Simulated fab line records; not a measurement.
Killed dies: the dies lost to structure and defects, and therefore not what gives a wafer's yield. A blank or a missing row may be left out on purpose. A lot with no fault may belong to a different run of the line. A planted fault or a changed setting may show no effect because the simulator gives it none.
fab line records    flow n5Finfet    part 2 of 2: steps 28 to 34 of 34
record lots=5  wafers=15  lastDay=18
route steps=1938 shown BEOL_M8@1387 BEOL_M9@1401
lots with no fault: from the same line, run without faults
startH: the number of hours between the record's first day and the start of the first shown wafer of the lot    waitH: time in hours since the lot's previous step    " repeats the value in the row above    L1.1+2: a row that stands for several wafers    - no value present, or no start provided    * or withheld: withheld    < > ~ a bound
route shown NAME@n: names a module that has steps shown in the file, with the first one's number in the route    usual: mean and standard deviation over wafers with no fault    same: alike in all rows    chamber/n: place in a boat    sites: the reading at each site    _std_site: the standard deviation of these    _edge_site: inner sites' mean taken away from outer sites' mean    radiusMm: for every site, how far away it sits from the centre of the wafer    mask NAME#n: copy n    behind: the tool/chamber that last shaped the wafer    hold: the reason the lot was held/the length of the hold in hours/how it ended    device: the n, p or np transistor that did not switch    end of line: the tests these same wafers got at the end of their route    step lacking rows: just its recipe    killed: count of dies lost to structure and defects at first sort (not the wafer's yield)    map: a wafer's dies, x killed, . not, _ none there
set.NAME: setting as actually run; set.NAME@STEP: the setting as run at that earlier step    model.NAME: the simulator's own value behind a step, which no gauge read
lots seen at some steps along the route; tables by step, rows by wafer
services: a tool's chamber out of use, with start hour (startH, from the record's first day; less than 0 if before it), hours out, and reason
## steps
# step N5_BEOL_M9_CD_MEAS_11
# recipe targetCdNm=64.1  landingEnergyEv=500  detector=seInlens  polarity=opening
# usual cdNm=64.2/0.62
lot.wafer  tool      chamber  startH  waitH  cdNm
L075.1     cdSem-02  0        238.50  -      63.5
L075.3     "         0        "       "      64.0
L075.5     "         0        "       "      63.8
L082.2     cdSem-03  0        270.09  -      64.8
L082.3     "         0        "       "      63.7
L082.6     "         0        "       "      64.1
L079.1     cdSem-02  0        270.29  -      64.2
L079.4     "         0        "       "      63.9
L079.6     "         0        "       "      64.5
L089.2     cdSem-01  0        308.16  -      64.0
L089.3     "         0        "       "      63.4
L089.5     "         0        "       "      64.9
L096.3     cdSem-02  0        362.82  -      63.7
L096.4     "         0        "       "      63.5
L096.6     "         0        "       "      63.1
# step N5_BEOL_M9_OVL_MEAS_12
# recipe pointsPerWafer=44
# usual M9_OVL=0.5/0.64
lot.wafer  tool        chamber  startH  waitH  M9_OVL[nm]
L075.1     overlay-01  0        238.53  0.0    1.0
L075.3     "           0        "       "      1.0
L075.5     "           0        "       "      0.1
L082.2     overlay-01  0        270.12  0.0    1.0
L082.3     "           0        "       "      0.0
L082.6     "           0        "       "      0.7
L079.1     overlay-02  0        270.32  0.0    -0.3
L079.4     "           0        "       "      0.4
L079.6     "           0        "       "      0.2
L089.2     overlay-01  0        308.19  0.0    2.1
L089.3     "           0        "       "      -0.4
L089.5     "           0        "       "      1.0
L096.3     overlay-02  0        362.85  0.0    1.3
L096.4     "           0        "       "      2.3
L096.6     "           0        "       "      1.1
# step N5_BEOL_M9_INSPECT_13
# recipe mode=adi  inspectInstrument=brightfield
# usual rawDefectCount=404/77
lot.wafer  tool              chamber  startH  waitH  rawDefectCount
L075.1     defectInspect-02  -        238.55  0.0    357
L075.3     "                 -        "       "      402
L075.5     "                 -        "       "      370
L082.2     defectInspect-01  -        270.14  0.0    362
L082.3     "                 -        "       "      339
L082.6     "                 -        "       "      336
L079.1     defectInspect-01  -        270.34  0.0    445
L079.4     "                 -        "       "      406
L079.6     "                 -        "       "      345
L089.2     defectInspect-02  -        308.21  0.0    360
L089.3     "                 -        "       "      314
L089.5     "                 -        "       "      320
L096.3     defectInspect-02  -        362.87  0.0    416
L096.4     "                 -        "       "      379
L096.6     "                 -        "       "      410
# step N5_BEOL_M9_DESCUM_16
# recipe chemistry=O2  timeS=7.9  sourcePowerW=50  biasPowerW=20  pressureMtorr=20  rfFrequencyHz=2.712e+07  tempC=40  resist=CAR-ArF  o2FlowSccm=225
# usual drypumpMotorCurrentA=5.5/0.52  oesProductAu=0.78/0.085  rfVppV=243.3/1.4  showerheadPlenumPTorr=2.10/0.078  tempC=40.01/0.1  throttleValvePct=20.54/0.2
lot.wafer  tool        chamber  startH  waitH  drypumpMotorCurrentA  oesProductAu  rfHoursCounterH  rfVppV  showerheadPlenumPTorr  tempC  throttleValvePct
L075.1     rieDiel-04  3        238.59  0.0    4.9                   0.75          180              245.4   2.14                   39.93  20.50
L075.3     "           0        "       "      5.3                   0.73          169              242.3   2.09                   39.98  20.27
L075.5     "           1        "       "      4.9                   0.74          -                244.8   2.14                   39.99  20.69
L082.2     rieDiel-04  2        270.17  0.0    5.1                   0.69          217              241.1   1.98                   39.93  20.46
L082.3     "           3        "       "      4.9                   0.73          189              243.3   2.14                   40.07  20.52
L082.6     "           3        "       "      4.9                   0.74          -                244.1   2.14                   40.22  20.50
L079.1     rieDiel-04  3        270.42  0.1    4.9                   0.74          190              244.8   2.14                   39.97  20.51
L079.4     "           0        "       "      5.3                   0.72          179              243.0   2.08                   40.11  20.26
L079.6     "           3        "       "      4.9                   0.75          -                243.4   2.14                   39.91  20.50
L089.2     rieDiel-05  0        308.25  0.0    5.8                   0.80          102              243.5   2.22                   40.09  20.49
L089.3     "           1        "       "      5.6                   0.79          92               245.0   2.21                   40.19  20.67
L089.5     "           1        "       "      5.6                   0.79          -                245.6   2.21                   40.19  20.66
L096.3     rieDiel-04  1        363.14  0.3    4.9                   0.71          209              244.3   2.13                   40.03  20.76
L096.4     "           1        "       "      4.9                   0.71          -                243.8   2.13                   39.99  20.73
L096.6     "           0        "       "      5.3                   0.70          -                241.6   2.07                   40.15  20.32
# step N5_BEOL_M9_ETCH_61
# recipe chemistry=CF4  target=SiARC  targetDepthA=390  maskMaterial=CAR-ArF  timeS=65  ionEnergyEv=80  pressureMtorr=40  sourceW=545  biasW=36  Ar_flow_sccm=100  cf4FlowSccm=100  ends=cleared
# usual drypumpMotorCurrentA=5.5/0.52  etchRfOnTimeS=65.0/1.3  oesProductAu=0.66/0.071  rfVppV=184.2/1.2  showerheadPlenumPTorr=2.15/0.079  throttleValvePct=15.73/0.22
lot.wafer  tool        chamber  startH  waitH  drypumpMotorCurrentA  etchRfOnTimeS  oesProductAu  rfHoursCounterH  rfVppV  showerheadPlenumPTorr  throttleValvePct
L075.1     rieDiel-04  3        238.62  0.0    4.9                   66.4           0.63          180              184.4   2.20                   15.76
L075.3     "           0        "       "      5.3                   64.7           0.62          169              183.8   2.14                   15.45
L075.5     "           1        "       "      4.9                   66.4           0.62          -                183.6   2.22                   16.03
L082.2     rieDiel-04  2        270.21  0.0    5.1                   63.9           0.60          217              182.7   2.04                   15.78
L082.3     "           3        "       "      4.9                   65.4           0.62          189              184.4   2.20                   15.77
L082.6     "           3        "       "      4.9                   65.7           0.62          -                185.2   2.20                   15.77
L079.1     rieDiel-04  3        270.46  0.0    4.9                   66.2           0.62          190              185.2   2.20                   15.78
L079.4     "           0        "       "      5.3                   64.6           0.62          179              184.8   2.13                   15.48
L079.6     "           3        "       "      4.9                   65.8           0.63          -                186.6   2.20                   15.77
L089.2     rieDiel-05  0        308.28  0.0    5.8                   65.6           0.68          102              184.6   2.25                   15.59
L089.3     "           1        "       "      5.6                   64.7           0.68          92               185.5   2.26                   15.86
L089.5     "           1        "       "      5.6                   64.4           0.69          -                185.0   2.26                   15.87
L096.3     rieDiel-04  1        363.18  0.0    4.9                   67.2           0.60          209              184.5   2.21                   16.11
L096.4     "           1        "       "      4.9                   67.3           0.60          -                185.6   2.21                   16.11
L096.6     "           0        "       "      5.3                   65.9           0.59          -                184.4   2.12                   15.53
# step N5_BEOL_M9_ETCH_62
# recipe chemistry=N2/H2  target=SOC  targetDepthA=1100  overetchA=220  maskMaterial=SiARC  tempC=40  timeS=165  ionEnergyEv=200  pressureMtorr=30  sourceW=840  biasW=150  n2FlowSccm=200  h2FlowSccm=200
# usual drypumpMotorCurrentA=5.5/0.52  n2FlowSccm=200.0/0.57  oesProductAu=0.66/0.066  rfVppV=524.0/2.8  showerheadPlenumPTorr=2.54/0.099  tempC=40.01/0.11  throttleValvePct=17.88/0.25
lot.wafer  tool        chamber  startH  waitH  drypumpMotorCurrentA  n2FlowSccm  oesProductAu  rfHoursCounterH  rfVppV  showerheadPlenumPTorr  tempC  throttleValvePct
L075.1     rieDiel-04  3        238.67  0.0    4.9                   199.9       0.63          180              526.0   2.62                   40.00  17.97
L075.3     "           0        "       "      5.3                   200.7       0.61          169              523.8   2.54                   39.95  17.63
L075.5     "           1        "       "      4.9                   199.4       0.63          -                526.3   2.63                   40.03  18.24
L082.2     rieDiel-04  2        270.26  0.0    5.1                   200.4       0.59          217              519.5   2.40                   39.80  17.80
L082.3     "           3        "       "      4.9                   199.8       0.62          189              526.4   2.62                   39.99  18.00
L082.6     "           3        "       "      4.9                   199.5       0.62          -                525.9   2.62                   39.83  17.98
L079.1     rieDiel-04  3        270.51  0.0    4.9                   199.9       0.62          190              526.4   2.62                   40.00  18.00
L079.4     "           0        "       "      5.3                   200.1       0.61          179              523.2   2.54                   39.95  17.65
L079.6     "           3        "       "      4.9                   200.2       0.62          -                526.6   2.62                   39.99  17.99
L089.2     rieDiel-05  0        308.33  0.0    5.7                   200.4       0.67          102              525.4   2.68                   40.08  17.74
L089.3     "           1        "       "      5.6                   199.8       0.68          92               527.7   2.67                   39.95  17.92
L089.5     "           1        "       "      5.6                   199.6       0.67          -                527.4   2.67                   39.95  17.90
L096.3     rieDiel-04  1        363.23  0.0    4.9                   200.7       0.61          209              526.4   2.62                   40.02  18.31
L096.4     "           1        "       "      4.9                   199.9       0.61          -                526.3   2.62                   39.83  18.31
L096.6     "           0        "       "      5.3                   200.2       0.59          -                521.3   2.53                   40.05  17.71
# step N5_BEOL_M9_STRIP_68
# recipe chemistry=N2/H2  tempC=40  n2FlowSccm=200  h2FlowSccm=200  rfFrequencyHz=6e+07
lot.wafer   tool        chamber  startH  waitH
L075.1+3+5  rieDiel-04  3,0,1    238.81  0.1
L082.2+3+6  rieDiel-04  2,3,3    270.39  0.1
L079.1+4+6  rieDiel-04  3,0,3    270.65  0.1
L089.2+3+5  rieDiel-05  0,1,1    308.47  0.1
L096.3+4+6  rieDiel-04  1,1,0    363.36  0.1
## services
tool            chamber  startH  hours  kind
cmp-02          -        207.76  20.2   pm
cvdCo-02        -        210.13  0.5    repair
aldMetal-02     2        210.49  16.6   repair
rieDiel-04      2        216.19  9.9    repair
uvCure-03       -        219.56  0.6    repair
uvCure-01       -        228.44  7.5    pm
arfiScanner-03  -        229.53  2.6    repair
arfiScanner-03  -        232.90  0.3    repair
arfiScanner-01  -        239.20  3.1    pm
arfiScanner-01  -        249.04  1.3    pm
rieDiel-05      3        251.62  3.5    repair
aldMetal-02     -        270.46  0.3    repair
pecvd-03        -        270.84  0.9    repair
cmp-02          -        282.50  0.3    repair
cvdCo-01        1        294.59  7.7    repair
pecvd-02        1        295.21  5.2    repair
cmp-02          -        297.28  0.4    repair
aldMetal-02     0        302.41  19.9   repair
rieDiel-04      3        309.13  11.7   repair
cmp-02          -        312.73  1.5    repair
rieDiel-04      1        326.22  4.5    repair
cvdCo-01        -        347.99  6.0    pm
cmp-02          -        354.62  1.5    repair
rieDiel-04      3        358.52  5.5    repair
